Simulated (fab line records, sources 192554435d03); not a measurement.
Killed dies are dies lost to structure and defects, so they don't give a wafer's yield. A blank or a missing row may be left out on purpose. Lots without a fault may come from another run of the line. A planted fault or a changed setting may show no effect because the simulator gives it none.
Which tool did it? | flow n5_finfet | 9 lots, 26 wafers sampled, at 8 steps of a route of 1938

WHAT THE GAUGES READ, wafer by wafer
N5_BEOL_M4_THK_MEAS_53: measures by xrf.
lot  | measured     | on            | M4_THK (nm)
L670 | day 8 20:20  | film_metro-01 | 42.0 38.6 38.2
L672 | day 9 14:20  | film_metro-02 | 37.0 40.6 40.4
L675 | day 10 02:44 | film_metro-01 | 37.9 41.5 38.3
L678 | day 10 17:03 | film_metro-01 | 41.0 41.0 40.0
L680 | day 11 11:34 | film_metro-01 | 40.0 39.3 40.3
L689 | day 13 18:20 | film_metro-02 | 300.8 298.3 299.7
L691 | day 13 20:02 | film_metro-01 | 36.6 37.0 39.8
L690 | day 13 20:31 | film_metro-02 | 304.8 298.5 303.6
L692 | day 14 06:23 | film_metro-01 | 38.9 41.7

N5_BEOL_M4_RS_MEAS_58: measures by four-point-probe.
lot  | measured     | on            | M4_RS (ohm/sq)
L670 | day 8 20:37  | film_metro-01 | 0.62 0.69 0.70
L672 | day 9 14:36  | film_metro-01 | 0.74 0.65 0.66
L675 | day 10 03:04 | film_metro-02 | 0.72 0.64 0.71
L678 | day 10 17:19 | film_metro-02 | 0.64 0.64 0.66
L680 | day 11 11:50 | film_metro-02 | 0.67 0.68 0.66
L689 | day 13 18:35 | film_metro-02 | 0.06 0.06 0.06
L691 | day 13 20:17 | film_metro-02 | 0.75 0.73 0.67
L690 | day 13 20:49 | film_metro-02 | 0.06 0.06 0.06
L692 | day 14 06:39 | film_metro-02 | 0.69 0.64

N5_BEOL_M4_INSPECT_59: inspects for defects (darkfield).
lot  | measured     | on                | raw_defect_count
L670 | day 8 20:38  | defect_inspect-01 | 64 46 75
L672 | day 9 14:38  | defect_inspect-02 | 50 79 44
L675 | day 10 03:06 | defect_inspect-02 | 59 37 84
L678 | day 10 17:20 | defect_inspect-01 | 37 46 40
L680 | day 11 11:52 | defect_inspect-01 | 68 37 58
L689 | day 13 18:37 | defect_inspect-02 | 5157 4956 5216
L691 | day 13 20:19 | defect_inspect-02 | 147 91 112
L690 | day 13 20:50 | defect_inspect-01 | 4997 5065 5088
L692 | day 14 06:40 | defect_inspect-01 | 81 58

N5_BEOL_M4_RC_MEAS_101.
lot  | measured     | on        | DIBL_N (mV/V)  | DIBL_P (mV/V)  | IOFF_N (nA/um) | IOFF_P (nA/um) | ION_N (uA/um) | ION_P (uA/um) | SS_N (mV/dec)  | SS_P (mV/dec)  | VT_N (mV)   | VT_P (mV)
L670 | day 8 21:15  | prober-02 | 34.6 33.6 33.5 | 36.4 35.3 35.5 | 0.13 0.13 0.13 | 0.19 0.17 0.18 | 652 660 652   | 449 452 447   | 71.9 71.7 72.0 | 73.2 73.2 73.0 | 254 253 254 | -252 -253 -255
L672 | day 9 14:58  | prober-02 | 32.7 37.3 35.7 | 34.3 40.0 38.5 | 0.12 0.20 0.16 | 0.18 0.24 0.24 | 656 677 663   | 455 459 461   | 70.9 72.3 71.7 | 72.2 74.3 74.3 | 252 247 253 | -249 -249 -247
L675 | day 10 03:35 | prober-01 | 36.4 34.6 35.0 | 36.8 33.4 35.4 | 0.15 0.11 0.12 | 0.20 0.16 0.20 | 678 653 669   | 464 452 468   | 71.5 70.4 71.6 | 73.5 72.5 72.8 | 252 255 255 | -251 -253 -252
L678 | day 10 17:22 | prober-01 | 34.2 34.1 37.7 | 34.9 35.2 39.4 | 0.13 0.14 0.21 | 0.20 0.20 0.29 | 657 672 699   | 457 464 482   | 71.5 70.9 72.3 | 72.8 73.4 73.4 | 252 250 245 | -252 -248 -246
L680 | day 11 11:53 | prober-02 | 36.6 38.0 30.6 | 36.2 37.7 28.6 | 0.16 0.18 0.08 | 0.21 0.22 0.11 | 666 680 656   | 452 460 446   | 71.6 71.9 70.4 | 73.5 74.1 71.3 | 252 249 259 | -250 -253 -260
L691 | day 13 20:39 | prober-01 | 40.1 36.2 37.9 | 40.6 35.1 37.6 | 0.25 0.13 0.19 | 0.31 0.19 0.25 | 689 651 675   | 470 453 463   | 73.0 71.1 71.8 | 74.3 73.0 73.6 | 245 255 246 | -242 -252 -246
L692 | day 14 06:51 | prober-02 | 37.1 34.0      | 38.2 34.5      | 0.17 0.12      | 0.21 0.16      | 685 675       | 470 460       | 71.1 70.8      | 74.5 73.5      | 253 252     | -253 -258

WHICH TOOL RAN EACH LOT (tool, then ch and the chambers of the sampled wafers, then the start)
lot  | N5_BEOL_M4_ANNEAL_87         | N5_BEOL_M4_SPUTTER_92        | N5_BEOL_M4_CMP_52             | N5_BEOL_M4_PRE_CLEAN_60
L670 | pvd_sputter-02, day 8 18:32  | pvd_sputter-02, day 8 19:07  | cmp-03 ch 0,2,3, day 8 20:05  | cvd_co-02 ch 0,1, day 8 20:22
L672 | pvd_sputter-01, day 9 12:31  | pvd_sputter-01, day 9 13:06  | cmp-01 ch 0,1, day 9 14:02    | cvd_co-01 ch 0,2, day 9 14:23
L675 | pvd_sputter-02, day 10 00:56 | pvd_sputter-02, day 10 01:31 | cmp-04 ch 1,2,3, day 10 02:31 | cvd_co-01 ch 0,1,2, day 10 02:52
L678 | pvd_sputter-01, day 10 15:14 | pvd_sputter-01, day 10 15:49 | cmp-03 ch 1,3, day 10 16:46   | cvd_co-02 ch 1,2, day 10 17:05
L680 | pvd_sputter-01, day 11 09:26 | pvd_sputter-01, day 11 10:01 | cmp-03 ch 0,1,3, day 11 11:19 | cvd_co-01 ch 0,1,2, day 11 11:36
L689 | pvd_sputter-01, day 13 16:31 | pvd_sputter-01, day 13 17:05 | cmp-03 ch 1,2, day 13 18:02   | cvd_co-01 ch 1,2, day 13 18:22
L691 | pvd_sputter-02, day 13 18:00 | pvd_sputter-02, day 13 18:39 | cmp-04 ch 0,1, day 13 19:44   | cvd_co-01 ch 0,1,2, day 13 20:04
L690 | pvd_sputter-01, day 13 18:37 | pvd_sputter-01, day 13 19:11 | cmp-03 ch 0,1,2, day 13 20:18 | cvd_co-01 ch 0,1,2, day 13 20:34
L692 | pvd_sputter-03, day 14 04:35 | pvd_sputter-03, day 14 05:10 | cmp-01 ch 2,3, day 14 06:13   | cvd_co-02 ch 1,2, day 14 06:25
- N5_BEOL_M4_ANNEAL_87: time 240 s.
- N5_BEOL_M4_SPUTTER_92: material Cu, target thk 4.5 nm, time 8.29 s.
- N5_BEOL_M4_CMP_52: polishes, stops on SiOC, t overpolish 6.8 s, target thk 40 nm.
- N5_BEOL_M4_PRE_CLEAN_60: time 15 s.

WHAT THE TOOLS THEMSELVES READ (means of the sampled wafers that have a number; where no wafer has one, the mark that the record gives instead)
N5_BEOL_M4_ANNEAL_87.
lot  | tool           | heater_power_w (W)
L670 | pvd_sputter-02 | 817
L672 | pvd_sputter-01 | 890
L675 | pvd_sputter-02 | 826
L678 | pvd_sputter-01 | 863
L680 | pvd_sputter-01 | 897
L689 | pvd_sputter-01 | 872
L691 | pvd_sputter-02 | 806
L690 | pvd_sputter-01 | 855
L692 | pvd_sputter-03 | 814

N5_BEOL_M4_SPUTTER_92.
lot  | tool           | chuck_gas_flow_sccm (sccm) | throttle_valve_pct (%)
L670 | pvd_sputter-02 | 1.29                       | 30.6
L672 | pvd_sputter-01 | 1.27                       | 29.1
L675 | pvd_sputter-02 | 1.21                       | 30.0
L678 | pvd_sputter-01 | 1.23                       | 29.6
L680 | pvd_sputter-01 | 1.26                       | 29.1
L689 | pvd_sputter-01 | 1.28                       | 28.9
L691 | pvd_sputter-02 | 1.23                       | 30.2
L690 | pvd_sputter-01 | 1.31                       | 29.9
L692 | pvd_sputter-03 | 1.23                       | 29.7

N5_BEOL_M4_CMP_52.
lot  | tool   | barrier_field_endpoint_s (s) | clearing_platen_down_force_psi (psi) | motor_current_A (A) | overpolish_run_s (s) | pad_life_wafers | platen_rpm (rpm) | time_to_endpoint_s (s)
L670 | cmp-03 | 24.8                         | 1.4989                               | 6.5                 | 6.803                | 428             | 49.99            | 64
L672 | cmp-01 | 24.1                         | 1.5000                               | 6.3                 | 6.807                | 2022            | 50.01            | 63
L675 | cmp-04 | 24.7                         | 1.4992                               | 5.5                 | 6.797                | 1592            | 49.98            | 61
L678 | cmp-03 | 23.9                         | 1.5033                               | 5.9                 | 6.793                | 835             | 49.99            | 62
L680 | cmp-03 | 24.3                         | 1.4974                               | 6.3                 | 6.796                | 1004            | 50.01            | 62
L689 | cmp-03 | -                            | -                                    | -                   | -                    | -               | -                | -
L691 | cmp-04 | 23.8                         | 1.4973                               | 5.5                 | 6.795                | 264             | 49.97            | 58
L690 | cmp-03 | -                            | -                                    | -                   | -                    | -               | -                | -
L692 | cmp-01 | 24.1                         | 1.5010                               | 4.5                 | 6.806                | 621             | 50.02            | 62

N5_BEOL_M4_PRE_CLEAN_60.
lot  | tool      | heater_power_outer_w (W) | heater_power_w (W)
L670 | cvd_co-02 | 17                       | 74
L672 | cvd_co-01 | 19                       | 77
L675 | cvd_co-01 | 33                       | 101
L678 | cvd_co-02 | 15                       | 80
L680 | cvd_co-01 | 33                       | 103
L689 | cvd_co-01 | 19                       | 76
L691 | cvd_co-01 | 34                       | 103
L690 | cvd_co-01 | 34                       | 102
L692 | cvd_co-02 | 16                       | 79

THE ANSWER, worked out from the rows above alone
Rule: what is usual is taken from the lots themselves. Put in order of their means at a reading, lots are off if they are a third of the lots or fewer, leave a main group of 4 or more, and stand apart from it by a gap of 3 or more times the standard deviation of the main group's means; of several such gaps the widest counts. A main group whose means are all the same, to the digits that the tables above print for the reading, isn't used. A lot without any number at a reading at which 4 lots or more have one is off too. The other lots that the step has rows for count as sound. The gauges are gone through in route order, then the tools' own readings, and for those a lot's mean is taken as printed above. The first step at which some lot is off is used, and at that step the reading that is off furthest; a lot without a number counts as furthest.
Off: L689, L690, at N5_BEOL_M4_THK_MEAS_53 (M4_THK). The main group: mean 39.5 nm, standard deviation 0.86.
A tool fits if, at a process step before that reading, it ran every lot that is off, and no sound lot after the first of them. The gauges at N5_BEOL_M4_THK_MEAS_53 aren't tried: what is off there is off at N5_BEOL_M4_INSPECT_59 too, on other tools, and a gauge's error can't cause that. Can't be told from this: 2 tools fit, pvd_sputter-01 at N5_BEOL_M4_ANNEAL_87 and N5_BEOL_M4_SPUTTER_92, cmp-03 at N5_BEOL_M4_CMP_52.

WHAT THE SIMULATOR HAD PUT IN
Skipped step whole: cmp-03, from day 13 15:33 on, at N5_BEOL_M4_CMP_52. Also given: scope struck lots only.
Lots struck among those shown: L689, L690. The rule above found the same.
